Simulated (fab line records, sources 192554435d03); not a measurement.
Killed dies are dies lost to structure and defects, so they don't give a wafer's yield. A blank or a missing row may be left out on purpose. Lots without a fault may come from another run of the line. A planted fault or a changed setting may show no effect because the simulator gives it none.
Split-lot experiment | flow n5_finfet | 7 lots, 21 wafers read, on a route of 1938 steps

THE SPLIT
At N5_BEOL_M10_COAT_05 (resist thk 90 nm), the setting spin_rpm was moved away from the recipe's 1500 rpm on 5 of the 21 wafers read, by -9.3% to -3.7%. The other wafers ran this setting at the recipe's value.

FROM THE SPLIT TO THE READING: what the file shows between them, 4 steps
- N5_BEOL_M10_EBR_07
- N5_BEOL_M10_SOFTBAKE_06: time 60 s
- N5_BEOL_M10_EXPOSE_08: exposes mask M10
- N5_BEOL_M10_PEB_09: peb time 60 s

THE READING
CAR-ArF_of_BEOL_M10_COAT_05.thk_nm (the simulator's own value, which no gauge read), in nm, at N5_BEOL_M10_DEVELOP_10 (develop time 30 s). The file gives no usual value for it. The 16 wafers here that ran the recipe average 88.4 nm, standard deviation 0.25 nm.

wafer  | tool, chamber at the split | spin_rpm as run, rpm | against the recipe | CAR-ArF_of_BEOL_M10_COAT_05.thk_nm, nm | against lot-mates on the recipe
L074.2 | litho_track-04, 0          | 1441                 | -3.9%              | 90.4                                   | +2.0
L074.4 | litho_track-04, 0          | 1500                 | recipe             | 88.6                                   | -
L074.6 | litho_track-04, 0          | 1500                 | recipe             | 88.2                                   | -
L077.1 | litho_track-04, 0          | 1377                 | -8.2%              | 92.2                                   | +4.0
L077.2 | litho_track-04, 0          | 1500                 | recipe             | 88.2                                   | -
L077.4 | litho_track-04, 0          | 1500                 | recipe             | 88.2                                   | -
L078.2 | litho_track-01, 0          | 1500                 | recipe             | 88.4                                   | -
L078.6 | litho_track-01, 0          | 1500                 | recipe             | 88.4                                   | -
L078.3 | litho_track-01, 0          | 1444                 | -3.7%              | 90.2                                   | +1.8
L087.1 | litho_track-01, 0          | 1500                 | recipe             | 88.4                                   | -
L087.2 | litho_track-01, 0          | 1500                 | recipe             | 88.8                                   | -
L087.6 | litho_track-01, 0          | 1500                 | recipe             | 88.8                                   | -
L089.4 | litho_track-05, 0          | 1500                 | recipe             | 88                                     | -
L089.5 | litho_track-05, 0          | 1500                 | recipe             | 88                                     | -
L089.6 | litho_track-05, 0          | 1500                 | recipe             | 88.2                                   | -
L091.2 | litho_track-01, 0          | 1500                 | recipe             | 88.8                                   | -
L091.5 | litho_track-01, 0          | 1360                 | -9.3%              | 93.4                                   | +4.6
L091.6 | litho_track-01, 0          | 1360                 | -9.3%              | 93                                     | +4.2
L090.1 | litho_track-05, 0          | 1500                 | recipe             | 88.4                                   | -
L090.4 | litho_track-05, 0          | 1500                 | recipe             | 88.4                                   | -
L090.6 | litho_track-05, 0          | 1500                 | recipe             | 88.4                                   | -

THE FIT
A straight line over all 21 wafers: CAR-ArF_of_BEOL_M10_COAT_05.thk_nm changes by -0.502 nm for each +1% of spin_rpm; r = -0.99; the points scatter about the line by 0.25 nm.
The same after taking each lot's own level away (the mean of its wafers on the recipe; 21 wafers): -0.477 nm for each +1%; r = -1.00; scatter 0.13 nm.
On that fit, the largest move of spin_rpm shifts the reading by 4.5 nm.
The lots' own levels span 88.07 to 88.80 nm, that is 2.9 times the standard deviation above.
So the lot-to-lot level changes the slope little: the two slopes agree.
Check: with one of the wafers moved furthest among these (-9.3%) left out of the fit, the line predicts +4.4 nm for it against its lot-mates. It came out at +4.6 nm against them.

OTHER SPLITS ON THESE WAFERS
These wafers also went through other splits before the reading. Each is held against what the fit with the lots' levels taken away leaves over:
other split on the same wafers | wafers away from the commonest value | r with CAR-ArF_of_BEOL_M10_COAT_05.thk_nm (lot level and that fit taken away)
N5_BEOL_M7_ETCH_41 source_w    | 6                                    | -0.13
N5_BEOL_M8_COAT_60 spin_rpm    | 8                                    | -0.23
N5_BEOL_M9_COAT_05 spin_rpm    | 10                                   | +0.03
N5_BEOL_M10_PECVD_70 temp_c    | 6                                    | +0.12

THE WHOLE CHAIN: every reading that the file lists as answering this split, in the file's order
step                   | what it does      | reading                                                                             | change (the file's fit)               | r (the file's)
N5_BEOL_M10_COAT_05    | resist thk 90 nm  | CAR-ArF_of_BEOL_M10_COAT_05.thk_nm (the simulator's own value, which no gauge read) | -0.491 nm for each +1% of the setting | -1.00
N5_BEOL_M10_DEVELOP_10 | develop time 30 s | CAR-ArF_of_BEOL_M10_COAT_05.thk_nm (the simulator's own value, which no gauge read) | -0.481 nm for each +1% of the setting | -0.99

THE FILE'S OWN FIT
CAR-ArF_of_BEOL_M10_COAT_05.thk_nm changes by -0.481 nm for each +1% of spin_rpm, r = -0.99.
